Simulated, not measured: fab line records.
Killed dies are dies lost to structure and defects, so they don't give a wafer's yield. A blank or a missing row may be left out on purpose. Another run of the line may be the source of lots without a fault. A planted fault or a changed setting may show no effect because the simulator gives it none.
Lot-split experiment :: flow n5_finfet :: 7 lots, 39 wafers read, on a route of 1938 steps

ABOUT THE SPLIT
At N5_BEOL_M4_DEP_57 (deposits SiCN from 3MS/NH3, target thk 8 nm, time 14 s), the setting time_s was moved away from the recipe's 14 s on 12 of the 39 wafers read, by -49.0% to +50.2%. The other wafers ran this setting at the recipe's value.

The split's own step is where the reading is taken.

THE READING
SiCN_of_BEOL_M4_DEP_57.thk_nm (the simulator's own value, which no gauge read), in nm, at N5_BEOL_M4_DEP_57 (deposits SiCN from 3MS/NH3, target thk 8 nm, time 14 s). The file does not state a usual value for it. Average 7.9 nm, standard deviation 0.15 nm, over the 27 wafers here run with the recipe.

wafer: L075.1
tool, chamber at the split: pecvd-01, 2
time_s as run, s: 14
against the recipe: recipe
SiCN_of_BEOL_M4_DEP_57.thk_nm, nm: 7.8
against lot-mates on the recipe: -

wafer: L075.2
tool, chamber at the split: pecvd-01, 1,0,2,0
time_s as run, s: 14
against the recipe: recipe
SiCN_of_BEOL_M4_DEP_57.thk_nm, nm: 8
against lot-mates on the recipe: -

wafer: L075.3
tool, chamber at the split: pecvd-01, 1,0,2,0
time_s as run, s: 14
against the recipe: recipe
SiCN_of_BEOL_M4_DEP_57.thk_nm, nm: 8
against lot-mates on the recipe: -

wafer: L075.5
tool, chamber at the split: pecvd-01, 1,0,2,0
time_s as run, s: 14
against the recipe: recipe
SiCN_of_BEOL_M4_DEP_57.thk_nm, nm: 8
against lot-mates on the recipe: -

wafer: L075.6
tool, chamber at the split: pecvd-01, 1,0,2,0
time_s as run, s: 14
against the recipe: recipe
SiCN_of_BEOL_M4_DEP_57.thk_nm, nm: 8
against lot-mates on the recipe: -

wafer: L075.4
tool, chamber at the split: pecvd-01, 1
time_s as run, s: 14
against the recipe: recipe
SiCN_of_BEOL_M4_DEP_57.thk_nm, nm: 8.2
against lot-mates on the recipe: -

wafer: L079.1
tool, chamber at the split: pecvd-03, 0
time_s as run, s: 21.03
against the recipe: +50.2%
SiCN_of_BEOL_M4_DEP_57.thk_nm, nm: 11.8
against lot-mates on the recipe: +3.8

wafer: L079.2
tool, chamber at the split: pecvd-03, 1
time_s as run, s: 14
against the recipe: recipe
SiCN_of_BEOL_M4_DEP_57.thk_nm, nm: 8
against lot-mates on the recipe: -

wafer: L079.4
tool, chamber at the split: pecvd-03, 1
time_s as run, s: 14
against the recipe: recipe
SiCN_of_BEOL_M4_DEP_57.thk_nm, nm: 8
against lot-mates on the recipe: -

wafer: L079.6
tool, chamber at the split: pecvd-03, 1
time_s as run, s: 14
against the recipe: recipe
SiCN_of_BEOL_M4_DEP_57.thk_nm, nm: 8
against lot-mates on the recipe: -

wafer: L079.3
tool, chamber at the split: pecvd-03, 0
time_s as run, s: 21.03
against the recipe: +50.2%
SiCN_of_BEOL_M4_DEP_57.thk_nm, nm: 12
against lot-mates on the recipe: +4.0

wafer: L079.5
tool, chamber at the split: pecvd-03, 0
time_s as run, s: 21.03
against the recipe: +50.2%
SiCN_of_BEOL_M4_DEP_57.thk_nm, nm: 12
against lot-mates on the recipe: +4.0

wafer: L081.1
tool, chamber at the split: pecvd-03, 0,2,2
time_s as run, s: 14
against the recipe: recipe
SiCN_of_BEOL_M4_DEP_57.thk_nm, nm: 7.8
against lot-mates on the recipe: -

wafer: L081.3
tool, chamber at the split: pecvd-03, 0,2,2
time_s as run, s: 14
against the recipe: recipe
SiCN_of_BEOL_M4_DEP_57.thk_nm, nm: 7.8
against lot-mates on the recipe: -

wafer: L081.5
tool, chamber at the split: pecvd-03, 0,2,2
time_s as run, s: 14
against the recipe: recipe
SiCN_of_BEOL_M4_DEP_57.thk_nm, nm: 7.8
against lot-mates on the recipe: -

wafer: L081.2
tool, chamber at the split: pecvd-03, 1,0,1
time_s as run, s: 14
against the recipe: recipe
SiCN_of_BEOL_M4_DEP_57.thk_nm, nm: 7.6
against lot-mates on the recipe: -

wafer: L081.4
tool, chamber at the split: pecvd-03, 1,0,1
time_s as run, s: 14
against the recipe: recipe
SiCN_of_BEOL_M4_DEP_57.thk_nm, nm: 7.6
against lot-mates on the recipe: -

wafer: L081.6
tool, chamber at the split: pecvd-03, 1,0,1
time_s as run, s: 14
against the recipe: recipe
SiCN_of_BEOL_M4_DEP_57.thk_nm, nm: 7.6
against lot-mates on the recipe: -

wafer: L085.1
tool, chamber at the split: pecvd-03, 2,0,1
time_s as run, s: 18.61
against the recipe: +32.9%
SiCN_of_BEOL_M4_DEP_57.thk_nm, nm: 10.4
against lot-mates on the recipe: +2.5

wafer: L085.2
tool, chamber at the split: pecvd-03, 2,0,1
time_s as run, s: 18.61
against the recipe: +32.9%
SiCN_of_BEOL_M4_DEP_57.thk_nm, nm: 10.4
against lot-mates on the recipe: +2.5

wafer: L085.5
tool, chamber at the split: pecvd-03, 2,0,1
time_s as run, s: 18.61
against the recipe: +32.9%
SiCN_of_BEOL_M4_DEP_57.thk_nm, nm: 10.4
against lot-mates on the recipe: +2.5

wafer: L085.3
tool, chamber at the split: pecvd-03, 1
time_s as run, s: 14
against the recipe: recipe
SiCN_of_BEOL_M4_DEP_57.thk_nm, nm: 7.8
against lot-mates on the recipe: -

wafer: L085.4
tool, chamber at the split: pecvd-03, 0,2
time_s as run, s: 14
against the recipe: recipe
SiCN_of_BEOL_M4_DEP_57.thk_nm, nm: 8
against lot-mates on the recipe: -

wafer: L085.6
tool, chamber at the split: pecvd-03, 0,2
time_s as run, s: 14
against the recipe: recipe
SiCN_of_BEOL_M4_DEP_57.thk_nm, nm: 8
against lot-mates on the recipe: -

wafer: L087.1
tool, chamber at the split: pecvd-04, 1,0,1
time_s as run, s: 14
against the recipe: recipe
SiCN_of_BEOL_M4_DEP_57.thk_nm, nm: 8
against lot-mates on the recipe: -

wafer: L087.5
tool, chamber at the split: pecvd-04, 1,0,1
time_s as run, s: 14
against the recipe: recipe
SiCN_of_BEOL_M4_DEP_57.thk_nm, nm: 8
against lot-mates on the recipe: -

wafer: L087.6
tool, chamber at the split: pecvd-04, 1,0,1
time_s as run, s: 14
against the recipe: recipe
SiCN_of_BEOL_M4_DEP_57.thk_nm, nm: 8
against lot-mates on the recipe: -

wafer: L087.2
tool, chamber at the split: pecvd-04, 0,2
time_s as run, s: 7.134
against the recipe: -49.0%
SiCN_of_BEOL_M4_DEP_57.thk_nm, nm: 4
against lot-mates on the recipe: -4.0

wafer: L087.3
tool, chamber at the split: pecvd-04, 0,2
time_s as run, s: 7.134
against the recipe: -49.0%
SiCN_of_BEOL_M4_DEP_57.thk_nm, nm: 4
against lot-mates on the recipe: -4.0

wafer: L087.4
tool, chamber at the split: pecvd-04, 2
time_s as run, s: 7.134
against the recipe: -49.0%
SiCN_of_BEOL_M4_DEP_57.thk_nm, nm: 4.2
against lot-mates on the recipe: -3.8

wafer: L090.1
tool, chamber at the split: pecvd-03, 0
time_s as run, s: 11.27
against the recipe: -19.5%
SiCN_of_BEOL_M4_DEP_57.thk_nm, nm: 6.2
against lot-mates on the recipe: -1.7

wafer: L090.2
tool, chamber at the split: pecvd-03, 2,1
time_s as run, s: 11.27
against the recipe: -19.5%
SiCN_of_BEOL_M4_DEP_57.thk_nm, nm: 6.4
against lot-mates on the recipe: -1.5

wafer: L090.3
tool, chamber at the split: pecvd-03, 2,1
time_s as run, s: 11.27
against the recipe: -19.5%
SiCN_of_BEOL_M4_DEP_57.thk_nm, nm: 6.4
against lot-mates on the recipe: -1.5

wafer: L090.4
tool, chamber at the split: pecvd-03, 2,1
time_s as run, s: 14
against the recipe: recipe
SiCN_of_BEOL_M4_DEP_57.thk_nm, nm: 8
against lot-mates on the recipe: -

wafer: L090.6
tool, chamber at the split: pecvd-03, 2,1
time_s as run, s: 14
against the recipe: recipe
SiCN_of_BEOL_M4_DEP_57.thk_nm, nm: 8
against lot-mates on the recipe: -

wafer: L090.5
tool, chamber at the split: pecvd-03, 0
time_s as run, s: 14
against the recipe: recipe
SiCN_of_BEOL_M4_DEP_57.thk_nm, nm: 7.8
against lot-mates on the recipe: -

wafer: L089.1
tool, chamber at the split: pecvd-04, 2
time_s as run, s: 14
against the recipe: recipe
SiCN_of_BEOL_M4_DEP_57.thk_nm, nm: 7.8
against lot-mates on the recipe: -

wafer: L089.2
tool, chamber at the split: pecvd-04, 1,0
time_s as run, s: 14
against the recipe: recipe
SiCN_of_BEOL_M4_DEP_57.thk_nm, nm: 8
against lot-mates on the recipe: -

wafer: L089.6
tool, chamber at the split: pecvd-04, 1,0
time_s as run, s: 14
against the recipe: recipe
SiCN_of_BEOL_M4_DEP_57.thk_nm, nm: 8
against lot-mates on the recipe: -
The file does not say which wafer passed through which chamber wherever a row lists several chambers: such a row stands for several wafers.

THE FIT
A straight line over all 39 wafers: SiCN_of_BEOL_M4_DEP_57.thk_nm changes by +0.0787 nm for each +1% of time_s; r = +1.00; the points scatter about the line by 0.14 nm.
The same after taking each lot's own level away (the mean of its wafers on the recipe; 39 wafers): +0.0787 nm for each +1%; r = +1.00; scatter 0.098 nm.
According to that fit, moving time_s by its largest amount changes the reading by 4 nm.
From 7.70 to 8.00 nm: that is the span of the lots' own levels, equal to 2.0 times the standard deviation above.
The two slopes agree, so the slope changes little with the lot-to-lot level.
Check: for one of the wafers moved furthest among these (+50.2%), held out of the fit, the line's prediction against its lot-mates is +3.95 nm. It came out at +3.8 nm against them.

THESE WAFERS: OTHER SPLITS
These wafers also went through other splits before the reading. Each is held against what the fit with the lots' levels taken away leaves over:
other split on the same wafers: N5_FIN_SAQP_HM_DEP_72 target_thk_a
wafers away from the commonest value: 15
r with SiCN_of_BEOL_M4_DEP_57.thk_nm (lot level and that fit taken away): -0.16

other split on the same wafers: N5_BEOL_M0_SAQP_SPACER1_ALD_98 ald_cycles
wafers away from the commonest value: 18
r with SiCN_of_BEOL_M4_DEP_57.thk_nm (lot level and that fit taken away): +0.26

other split on the same wafers: N5_BEOL_M2_ILD_DEP_00 time_s
wafers away from the commonest value: 12
r with SiCN_of_BEOL_M4_DEP_57.thk_nm (lot level and that fit taken away): +0.09

FILE'S OWN FIT
SiCN_of_BEOL_M4_DEP_57.thk_nm changes by +0.0787 nm for each +1% of time_s, r = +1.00.
